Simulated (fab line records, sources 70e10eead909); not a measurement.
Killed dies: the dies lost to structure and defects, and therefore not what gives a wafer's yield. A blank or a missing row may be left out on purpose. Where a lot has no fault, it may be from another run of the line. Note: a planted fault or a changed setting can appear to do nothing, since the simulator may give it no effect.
Chamber matching	flow nand harc	4 sister chambers for NHARC_P_BONDPAD_CMP_19 on cmp-02
The step polishes, t overpolish 30 s, cu recess touch 16 s, target thk 160.81 nm. 8 wafers are shown with their chamber, then 6 later ones without.

== EACH WAFER AND ITS CHAMBER ==
wafer	chamber	motor current A (A)	slurry flow ml min
L079.1	0	13.9	148.6
L087.1	1	11.5	150.0
L087.2	3	11.5	149.3
L088.1	0	13.2	149.8
L088.2	2	10.9	150.6
L088.3	1	11.4	150.3
L092.1	3	11.1	150.1
L092.4	2	10.9	150.1

== WAFERS MISSING THEIR CHAMBER ==
wafer	motor current A (A)	slurry flow ml min
L094.3	11.8	149.8
L094.4	10.4	149.9
L095.1	11.4	150.1
L095.4	10.5	150.3
L097.3	11.9	150.2
L097.4	13.2	150.0

== THE CHAMBER EACH PASSED THROUGH ==
wafer	from the rows above	in truth
L094.3	can't be placed: 1 or 3 or 2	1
L094.4	can't be placed: 2 or 3 or 1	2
L095.1	can't be placed: 1 or 3 or 2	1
L095.4	can't be placed: 2 or 3 or 1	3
L097.3	can't be placed: 1 or 3 or 2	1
L097.4	0	0
1 of 6 placed correctly. From these rows, 5 cannot be placed; in 5 the true chamber is one of the candidates. Number placed wrongly: 0.
How it was worked out, from the rows above alone: a wafer's distance from a chamber is the root of the sum, over the readings, of the square of ((its reading less the chamber's mean) divided by the reading's scatter). If the next closest chamber is less than 2 further off than the closest, the wafer can't be placed; otherwise it belongs to the closest. Each chamber's mean is taken over the wafers shown for it. The scatter: take each reading less its chamber's mean, square it, sum over the shown wafers, divide by the number of wafers less the number of chambers, and take the root.
